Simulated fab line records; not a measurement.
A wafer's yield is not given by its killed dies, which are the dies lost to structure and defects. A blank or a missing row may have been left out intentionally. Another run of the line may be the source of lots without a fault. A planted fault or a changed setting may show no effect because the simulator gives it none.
A lot that was struck, set against a sound lot || flow n5_finfet || 19 out of 1938 route steps
Sound: the wafers L785.3, L785.4, L785.5. Wafers L792.1, L792.5, L792.6 were the ones struck. At the end, the cause is stated.
Order at every step that has rows: each side's tool, ch and its chambers, its first start. Under that, the readings that differ: sound wafers || struck wafers || difference of the means || sigmas: that difference in standard deviations of wafers without a fault.
alike: a reading whose means differ by less than 2 such deviations, as well as words and numbers matching on both sides. not compared: withheld readings; readings where some wafer has no value; bounds like >300 that might hide an equal value; numbers whose values overlap and for which the record gives no deviation.
A row with sigmas, a row that says differs or no value, or rows on one side alone: a step with any of these is where the two part. When numbers do not overlap yet have no deviation, they are printed without sigmas and do not part them. A reading missing from all wafers of one side parts the sides only when that side holds two or more wafers.

N5_BEOL_M10_ETCH_61: etches SiARC in CF4, target depth 39 nm, time 65 s.
  sound on rie_diel-02 ch 0,2,3, day 10 21:36; struck on rie_diel-02 ch 0,3, day 12 18:06
  alike: drypump_motor_current_A, etch_rf_on_time_s, oes_product_au, rf_vpp_V, showerhead_plenum_p_Torr, throttle_valve_pct
  not compared: rf_hours_counter_h
N5_BEOL_M10_ETCH_62: etches SOC in N2/H2, target depth 110 nm, overetch 22 nm, time 165 s.
  sound on rie_diel-02 ch 0,2,3, day 10 21:39; struck on rie_diel-02 ch 0,3, day 12 18:09
  alike: drypump_motor_current_A, oes_product_au, rf_vpp_V, showerhead_plenum_p_Torr, throttle_valve_pct
  not compared: rf_hours_counter_h
then, 1 step without rows for these wafers: N5_BEOL_M10_STRIP_68 (strips in N2/H2).
N5_BEOL_M10_STRIP_67: strips in CF4.
  sound on rie_diel-02 ch 0,2,3, day 10 21:47; struck on rie_diel-02 ch 0,3, day 12 18:17
  alike: drypump_motor_current_A, oes_product_au, rf_vpp_V, showerhead_plenum_p_Torr, throttle_valve_pct
  not compared: rf_hours_counter_h
N5_BEOL_M10_HM_OPEN_17: chemistry Cl2/BCl3, target TiN, target depth 20 nm, overetch 6 nm.
  sound on rie_metal-01 ch 0,1, day 10 21:52; struck on rie_metal-02 ch 0,1, day 12 18:20
  alike: drypump_motor_current_A, oes_product_au, throttle_valve_pct
  not compared: rf_hours_counter_h
N5_BEOL_M10_STRIP_19: strips in O2.
  sound on rie_diel-01 ch 0,1,3, day 10 21:57; struck on rie_diel-02 ch 1,2,3, day 12 18:37
  alike: drypump_motor_current_A, oes_product_au, rf_vpp_V, showerhead_plenum_p_Torr, throttle_valve_pct
  not compared: rf_hours_counter_h
N5_BEOL_M10_CD_MEAS_18: pitch 140 nm, target cd 70 nm.
  sound on cd_sem-01, day 10 22:01; struck on cd_sem-01, day 12 18:41
  alike: cd_nm
then, 5 steps without rows for these wafers: N5_BEOL_M10_COAT_63 (time 60 s, resist thk 100 nm); N5_BEOL_M10_COAT_64 (time 60 s, resist thk 30 nm); N5_BEOL_M10_COAT_22 (resist thk 90 nm); N5_BEOL_M10_EBR_24; N5_BEOL_M10_SOFTBAKE_23 (time 60 s).
N5_BEOL_M10_EXPOSE_25: exposes mask V9.
  sound on arfi_scanner-03 ch 0, day 11 00:50; struck on arfi_scanner-03 ch 0, day 12 19:32
{"reading": "model.BEOL_M10.overlay_x_nm (nm)", "sound": "0 0 0", "struck": "8 8 8", "difference": "+8", "sigmas": ""}
  alike: mask
then, 2 steps without rows for these wafers: N5_BEOL_M10_PEB_26 (peb time 60 s); N5_BEOL_M10_DEVELOP_27 (develop time 30 s).
N5_BEOL_M10_CD_MEAS_28: target cd 70 nm.
  sound on cd_sem-01 ch 0, day 11 00:57; struck on cd_sem-01 ch 0, day 12 19:40
  alike: cd_nm
N5_BEOL_M10_OVL_MEAS_29:
  sound on overlay-01 ch 0, day 11 00:59; struck on overlay-01 ch 0, day 12 19:42
{"reading": "V9_OVL (nm)", "sound": "0.0 -0.2 -0.4", "struck": "8.0 7.3 8.2", "difference": "+8.0", "sigmas": "+11"}
N5_BEOL_M10_INSPECT_30: inspects for defects (brightfield).
  sound on defect_inspect-01, day 11 01:00; struck on defect_inspect-01, day 12 19:43
  alike: raw_defect_count
-- record jumps: 3 days separate the struck wafers' starts on either side; left off in module BEOL_M10, taken up again in module PASSIVATION, whose first shown step is the route's number 1936 --
N5_PASSIVATION_PROBE_49:
  the record has rows for the struck wafers here (prober-01, day 15 10:00) and none for the sound ones

== WHERE THEY PART ==
Earliest at N5_BEOL_M10_OVL_MEAS_29; latest, in this record, at N5_PASSIVATION_PROBE_49.

WHY: what had been put in by the simulator
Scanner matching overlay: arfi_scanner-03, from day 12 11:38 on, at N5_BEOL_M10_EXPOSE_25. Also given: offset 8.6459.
